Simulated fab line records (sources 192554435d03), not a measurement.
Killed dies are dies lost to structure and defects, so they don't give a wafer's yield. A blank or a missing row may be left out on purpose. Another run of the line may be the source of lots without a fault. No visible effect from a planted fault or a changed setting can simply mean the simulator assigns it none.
Split-lot study || flow n5-finfet || on a route of 1938 steps: 7 lots, 39 wafers read

== SPLIT DETAILS ==
At N5_SD_EPI_N_EPI_21 (deposits Si:P, time 690 s), the setting pressure-torr was moved away from the recipe's 255 Torr on 30 of the 39 wafers read, by -17.1% to +10.7%. This setting was run at the recipe's value on the other wafers.

== FROM THE SPLIT TO THE READING: what the file shows between them, 5 steps ==
- N5_SD_EPI_P_SD_RECESS_17: chemistry HBr/Cl2/O2, target depth 39.1 nm, bt time 3 s (also split here: target-depth-a)
- N5_SD_EPI_P_WET_ETCH_45: etches SiO2 in dHF, time 10.7 s, target depth 2 nm, rinse time 30 s
- N5_SD_EPI_P_STRIP_40: strips in N2/H2
- N5_SD_ACTIVATION_RTA_00: time 0 s
- N5_SD_ACTIVATION_LSA_01: time 0.0008 s

== THE READING ==
RS_SD_N in ohm/sq, measured at N5_SD_ACTIVATION_RS_MEAS_03 by four-point-probe. On this fab line, fault-free wafers typically give 21.9 ohm/sq with a standard deviation of 0.31 ohm/sq.

{"wafer": "L077.1", "tool, chamber at the split": "epi-rpcvd-04, 0", "pressure-torr as run, Torr": 218.4, "against the recipe": "-14.4%", "RS_SD_N, ohm/sq": 23.5, "against lot-mates on the recipe": "no lot-mate on the recipe"}
{"wafer": "L077.2", "tool, chamber at the split": "epi-rpcvd-04, 0", "pressure-torr as run, Torr": 218.4, "against the recipe": "-14.4%", "RS_SD_N, ohm/sq": 23.1, "against lot-mates on the recipe": "no lot-mate on the recipe"}
{"wafer": "L077.3", "tool, chamber at the split": "epi-rpcvd-04, 0", "pressure-torr as run, Torr": 218.4, "against the recipe": "-14.4%", "RS_SD_N, ohm/sq": 23.4, "against lot-mates on the recipe": "no lot-mate on the recipe"}
{"wafer": "L077.4", "tool, chamber at the split": "epi-rpcvd-04, 0", "pressure-torr as run, Torr": 218.4, "against the recipe": "-14.4%", "RS_SD_N, ohm/sq": 23.1, "against lot-mates on the recipe": "no lot-mate on the recipe"}
{"wafer": "L077.5", "tool, chamber at the split": "epi-rpcvd-04, 0", "pressure-torr as run, Torr": 218.4, "against the recipe": "-14.4%", "RS_SD_N, ohm/sq": 23.7, "against lot-mates on the recipe": "no lot-mate on the recipe"}
{"wafer": "L077.6", "tool, chamber at the split": "epi-rpcvd-04, 0", "pressure-torr as run, Torr": 218.4, "against the recipe": "-14.4%", "RS_SD_N, ohm/sq": 23.5, "against lot-mates on the recipe": "no lot-mate on the recipe"}
{"wafer": "L079.1", "tool, chamber at the split": "epi-rpcvd-04, 0", "pressure-torr as run, Torr": 211.5, "against the recipe": "-17.1%", "RS_SD_N, ohm/sq": 24.5, "against lot-mates on the recipe": "no lot-mate on the recipe"}
{"wafer": "L079.2", "tool, chamber at the split": "epi-rpcvd-04, 0", "pressure-torr as run, Torr": 211.5, "against the recipe": "-17.1%", "RS_SD_N, ohm/sq": 24.3, "against lot-mates on the recipe": "no lot-mate on the recipe"}
{"wafer": "L079.3", "tool, chamber at the split": "epi-rpcvd-04, 0", "pressure-torr as run, Torr": 211.5, "against the recipe": "-17.1%", "RS_SD_N, ohm/sq": 24.4, "against lot-mates on the recipe": "no lot-mate on the recipe"}
{"wafer": "L079.4", "tool, chamber at the split": "epi-rpcvd-04, 0", "pressure-torr as run, Torr": 211.5, "against the recipe": "-17.1%", "RS_SD_N, ohm/sq": 24.2, "against lot-mates on the recipe": "no lot-mate on the recipe"}
{"wafer": "L079.5", "tool, chamber at the split": "epi-rpcvd-04, 0", "pressure-torr as run, Torr": 211.5, "against the recipe": "-17.1%", "RS_SD_N, ohm/sq": 24.3, "against lot-mates on the recipe": "no lot-mate on the recipe"}
{"wafer": "L079.6", "tool, chamber at the split": "epi-rpcvd-04, 0", "pressure-torr as run, Torr": 211.5, "against the recipe": "-17.1%", "RS_SD_N, ohm/sq": 23.9, "against lot-mates on the recipe": "no lot-mate on the recipe"}
{"wafer": "L083.1", "tool, chamber at the split": "epi-rpcvd-03, 0", "pressure-torr as run, Torr": 282.4, "against the recipe": "+10.7%", "RS_SD_N, ohm/sq": 20.9, "against lot-mates on the recipe": "no lot-mate on the recipe"}
{"wafer": "L083.2", "tool, chamber at the split": "epi-rpcvd-03, 0", "pressure-torr as run, Torr": 282.4, "against the recipe": "+10.7%", "RS_SD_N, ohm/sq": 20.9, "against lot-mates on the recipe": "no lot-mate on the recipe"}
{"wafer": "L083.3", "tool, chamber at the split": "epi-rpcvd-03, 0", "pressure-torr as run, Torr": 282.4, "against the recipe": "+10.7%", "RS_SD_N, ohm/sq": 20.6, "against lot-mates on the recipe": "no lot-mate on the recipe"}
{"wafer": "L083.4", "tool, chamber at the split": "epi-rpcvd-03, 0", "pressure-torr as run, Torr": 282.4, "against the recipe": "+10.7%", "RS_SD_N, ohm/sq": 20.6, "against lot-mates on the recipe": "no lot-mate on the recipe"}
{"wafer": "L083.5", "tool, chamber at the split": "epi-rpcvd-03, 0", "pressure-torr as run, Torr": 282.4, "against the recipe": "+10.7%", "RS_SD_N, ohm/sq": 21.1, "against lot-mates on the recipe": "no lot-mate on the recipe"}
{"wafer": "L083.6", "tool, chamber at the split": "epi-rpcvd-03, 0", "pressure-torr as run, Torr": 282.4, "against the recipe": "+10.7%", "RS_SD_N, ohm/sq": 20.8, "against lot-mates on the recipe": "no lot-mate on the recipe"}
{"wafer": "L085.1", "tool, chamber at the split": "epi-rpcvd-03, 0", "pressure-torr as run, Torr": 255, "against the recipe": "recipe", "RS_SD_N, ohm/sq": 22.0, "against lot-mates on the recipe": "-"}
{"wafer": "L085.2", "tool, chamber at the split": "epi-rpcvd-03, 0", "pressure-torr as run, Torr": 255, "against the recipe": "recipe", "RS_SD_N, ohm/sq": 21.7, "against lot-mates on the recipe": "-"}
{"wafer": "L085.6", "tool, chamber at the split": "epi-rpcvd-03, 0", "pressure-torr as run, Torr": 255, "against the recipe": "recipe", "RS_SD_N, ohm/sq": 21.9, "against lot-mates on the recipe": "-"}
{"wafer": "L086.1", "tool, chamber at the split": "epi-rpcvd-04, 0", "pressure-torr as run, Torr": 232.8, "against the recipe": "-8.7%", "RS_SD_N, ohm/sq": 23.4, "against lot-mates on the recipe": "no lot-mate on the recipe"}
{"wafer": "L086.2", "tool, chamber at the split": "epi-rpcvd-04, 0", "pressure-torr as run, Torr": 232.8, "against the recipe": "-8.7%", "RS_SD_N, ohm/sq": 23.1, "against lot-mates on the recipe": "no lot-mate on the recipe"}
{"wafer": "L086.3", "tool, chamber at the split": "epi-rpcvd-04, 0", "pressure-torr as run, Torr": 232.8, "against the recipe": "-8.7%", "RS_SD_N, ohm/sq": 23.1, "against lot-mates on the recipe": "no lot-mate on the recipe"}
{"wafer": "L086.4", "tool, chamber at the split": "epi-rpcvd-04, 0", "pressure-torr as run, Torr": 232.8, "against the recipe": "-8.7%", "RS_SD_N, ohm/sq": 23.1, "against lot-mates on the recipe": "no lot-mate on the recipe"}
{"wafer": "L086.5", "tool, chamber at the split": "epi-rpcvd-04, 0", "pressure-torr as run, Torr": 232.8, "against the recipe": "-8.7%", "RS_SD_N, ohm/sq": 23.1, "against lot-mates on the recipe": "no lot-mate on the recipe"}
{"wafer": "L086.6", "tool, chamber at the split": "epi-rpcvd-04, 0", "pressure-torr as run, Torr": 232.8, "against the recipe": "-8.7%", "RS_SD_N, ohm/sq": 22.9, "against lot-mates on the recipe": "no lot-mate on the recipe"}
{"wafer": "L094.1", "tool, chamber at the split": "epi-rpcvd-03, 0", "pressure-torr as run, Torr": 220.1, "against the recipe": "-13.7%", "RS_SD_N, ohm/sq": 23.3, "against lot-mates on the recipe": "no lot-mate on the recipe"}
{"wafer": "L094.2", "tool, chamber at the split": "epi-rpcvd-03, 0", "pressure-torr as run, Torr": 220.1, "against the recipe": "-13.7%", "RS_SD_N, ohm/sq": 23.4, "against lot-mates on the recipe": "no lot-mate on the recipe"}
{"wafer": "L094.3", "tool, chamber at the split": "epi-rpcvd-03, 0", "pressure-torr as run, Torr": 220.1, "against the recipe": "-13.7%", "RS_SD_N, ohm/sq": 23.3, "against lot-mates on the recipe": "no lot-mate on the recipe"}
{"wafer": "L094.4", "tool, chamber at the split": "epi-rpcvd-03, 0", "pressure-torr as run, Torr": 220.1, "against the recipe": "-13.7%", "RS_SD_N, ohm/sq": 23.2, "against lot-mates on the recipe": "no lot-mate on the recipe"}
{"wafer": "L094.5", "tool, chamber at the split": "epi-rpcvd-03, 0", "pressure-torr as run, Torr": 220.1, "against the recipe": "-13.7%", "RS_SD_N, ohm/sq": 23.2, "against lot-mates on the recipe": "no lot-mate on the recipe"}
{"wafer": "L094.6", "tool, chamber at the split": "epi-rpcvd-03, 0", "pressure-torr as run, Torr": 220.1, "against the recipe": "-13.7%", "RS_SD_N, ohm/sq": 23.7, "against lot-mates on the recipe": "no lot-mate on the recipe"}
{"wafer": "L095.1", "tool, chamber at the split": "epi-rpcvd-02, 0", "pressure-torr as run, Torr": 255, "against the recipe": "recipe", "RS_SD_N, ohm/sq": 21.6, "against lot-mates on the recipe": "-"}
{"wafer": "L095.2", "tool, chamber at the split": "epi-rpcvd-02, 0", "pressure-torr as run, Torr": 255, "against the recipe": "recipe", "RS_SD_N, ohm/sq": 21.8, "against lot-mates on the recipe": "-"}
{"wafer": "L095.3", "tool, chamber at the split": "epi-rpcvd-02, 0", "pressure-torr as run, Torr": 255, "against the recipe": "recipe", "RS_SD_N, ohm/sq": 21.5, "against lot-mates on the recipe": "-"}
{"wafer": "L095.4", "tool, chamber at the split": "epi-rpcvd-02, 0", "pressure-torr as run, Torr": 255, "against the recipe": "recipe", "RS_SD_N, ohm/sq": 21.6, "against lot-mates on the recipe": "-"}
{"wafer": "L095.5", "tool, chamber at the split": "epi-rpcvd-02, 0", "pressure-torr as run, Torr": 255, "against the recipe": "recipe", "RS_SD_N, ohm/sq": 21.8, "against lot-mates on the recipe": "-"}
{"wafer": "L095.6", "tool, chamber at the split": "epi-rpcvd-02, 0", "pressure-torr as run, Torr": 255, "against the recipe": "recipe", "RS_SD_N, ohm/sq": 21.7, "against lot-mates on the recipe": "-"}

THE FIT
A straight line over all 39 wafers: RS_SD_N changes by -0.118 ohm/sq for each +1% of pressure-torr; r = -0.97; the points scatter about the line by 0.29 ohm/sq.
Too few moved wafers with a lot-mate on the recipe to fit a line net of each lot's own level.

== THE WHOLE CHAIN: every reading that the file lists as answering this split, in the file's order ==
{"step": "N5_SD_EPI_N_EPI_21", "what it does": "deposits Si:P, time 690 s", "reading": "Si-P_of_SD_EPI_N_EPI_21.thk-nm (the simulator's own value, which no gauge read)", "change (the file's fit)": "+0.253 nm for each +1% of the setting", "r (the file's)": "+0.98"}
{"step": "N5_SD_ACTIVATION_RS_MEAS_03", "what it does": "measures by four-point-probe", "reading": "RS_SD_N", "change (the file's fit)": "-0.118 for each +1% of the setting", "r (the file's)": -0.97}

== FILE'S OWN FIT ==
RS_SD_N changes by -0.118 ohm/sq for each +1% of pressure-torr, r = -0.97.
